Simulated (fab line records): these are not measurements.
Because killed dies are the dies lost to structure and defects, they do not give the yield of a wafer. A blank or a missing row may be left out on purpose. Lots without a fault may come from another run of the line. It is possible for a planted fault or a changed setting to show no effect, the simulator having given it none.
Split-lot trial	flow n5Finfet	7 lots, 21 wafers read, on a route of 1938 steps

## THE SPLIT ITSELF
At N5_FIN_SAQP_HM_DEP_72 (deposits SiO2 from SiH4/N2O, target thk 12 nm, time 7.2 s), the setting timeS was moved away from the recipe's 7.2 s on 3 of the 21 wafers read, by -9.4% to +12.5%. All remaining wafers had this setting at the recipe value.

## FROM THE SPLIT TO THE READING: what the file shows between them, 4 steps
- N5_FIN_SAQP_COAT_49: time 60 s, resist thk 100 nm
- N5_FIN_SAQP_COAT_50: time 60 s, resist thk 35 nm
- N5_FIN_SAQP_ETCH_52: etches SOC in N2/H2, target depth 100 nm, overetch 20 nm, time 150 s
- N5_FIN_SAQP_STRIP_53: strips in N2/H2

## THE READING
etch.depthNm (the simulator's own value, which no gauge read), in nm, at N5_FIN_SAQP_HM_OPEN_73 (chemistry CHF3/O2, target SiO2, stops on a-Si, target depth 12 nm, time 16.8 s). There is no usual value for it anywhere in the file. Across the 18 wafers here that went through the recipe, the average is 12.00 nm and the standard deviation 0.16 nm.

wafer	tool, chamber at the split	timeS as run, s	against the recipe	etch.depthNm, nm	against lot-mates on the recipe
L078.1	pecvd-01, 0	7.2	recipe	11.67	-
L078.3	pecvd-01, 2	7.2	recipe	11.84	-
L078.6	pecvd-01, 0	7.2	recipe	12.11	-
L079.2	pecvd-04, 0	7.2	recipe	12.02	-
L079.3	pecvd-04, 1	6.523	-9.4%	10.96	-1.14
L079.5	pecvd-04, 2	7.2	recipe	12.18	-
L082.2	pecvd-04, 2	7.2	recipe	11.95	-
L082.3	pecvd-04, 1	7.2	recipe	12.06	-
L082.4	pecvd-04, 2	6.882	-4.4%	11.51	-0.49
L091.1	pecvd-01, 1	7.2	recipe	11.9	-
L091.2	pecvd-01, 2	7.2	recipe	11.77	-
L091.6	pecvd-01, 0	7.2	recipe	12.02	-
L094.1	pecvd-03, 1	7.2	recipe	11.84	-
L094.4	pecvd-03, 2	7.2	recipe	12.08	-
L094.5	pecvd-03, 1	7.2	recipe	12.15	-
L095.1	pecvd-04, 1,2	7.2	recipe	11.95	-
L095.2	pecvd-04, 1,2	7.2	recipe	11.95	-
L095.6	pecvd-04, 1	7.2	recipe	12.26	-
L097.2	pecvd-03, 2	8.101	+12.5%	13.43	+1.31
L097.4	pecvd-03, 0	7.2	recipe	12.28	-
L097.5	pecvd-03, 1	7.2	recipe	11.96	-
When a row names more than one chamber, that row covers several wafers, and the file does not tell which wafer ran in which chamber.

FIT RESULTS
A straight line over all 21 wafers: etch.depthNm changes by +0.113 nm for each +1% of timeS; r = +0.94; the points scatter about the line by 0.16 nm.
The same after taking each lot's own level away (the mean of its wafers on the recipe; 21 wafers): +0.111 nm for each +1%; r = +0.95; scatter 0.13 nm.
That fit puts the effect of the largest move of timeS on the reading at 1.4 nm.
The lots' own levels span 11.873 to 12.120 nm, that is 1.5 times the standard deviation above.
Hence the lot-to-lot level has little effect on the slope; both slopes agree.
Check: with one of the wafers moved furthest among these (+12.5%) left out of the fit, the line predicts +1.5 nm for it against its lot-mates. Against them it came out at +1.31 nm.

## THE OTHER SPLITS THESE WAFERS WENT THROUGH
These wafers also went through other splits before the reading. Each is held against what the fit with the lots' levels taken away leaves over:
other split on the same wafers	wafers away from the commonest value	r with etch.depthNm (lot level and that fit taken away)
N5_WELL_APT_EXPOSE_05 doseMj	8	-0.03
N5_WELL_APT_DEVELOP_07 developTimeS	9	+0.17

## THE WHOLE CHAIN: every reading that the file lists as answering this split, in the file's order
step	what it does	reading	change (the file's fit)	r (the file's)
N5_FIN_SAQP_HM_DEP_72	deposits SiO2 from SiH4/N2O, target thk 12 nm, time 7.2 s	SiO2_of_FIN_SAQP_HM_DEP_72.thkNm (the simulator's own value, which no gauge read)	+0.111 nm for each +1% of the setting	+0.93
N5_FIN_SAQP_HM_OPEN_73	chemistry CHF3/O2, target SiO2, stops on a-Si, target depth 12 nm, time 16.8 s	etch.depthNm (the simulator's own value, which no gauge read)	+0.111 nm for each +1% of the setting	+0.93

## THE FILE'S OWN FIT
etch.depthNm changes by +0.111 nm for each +1% of timeS, r = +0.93.
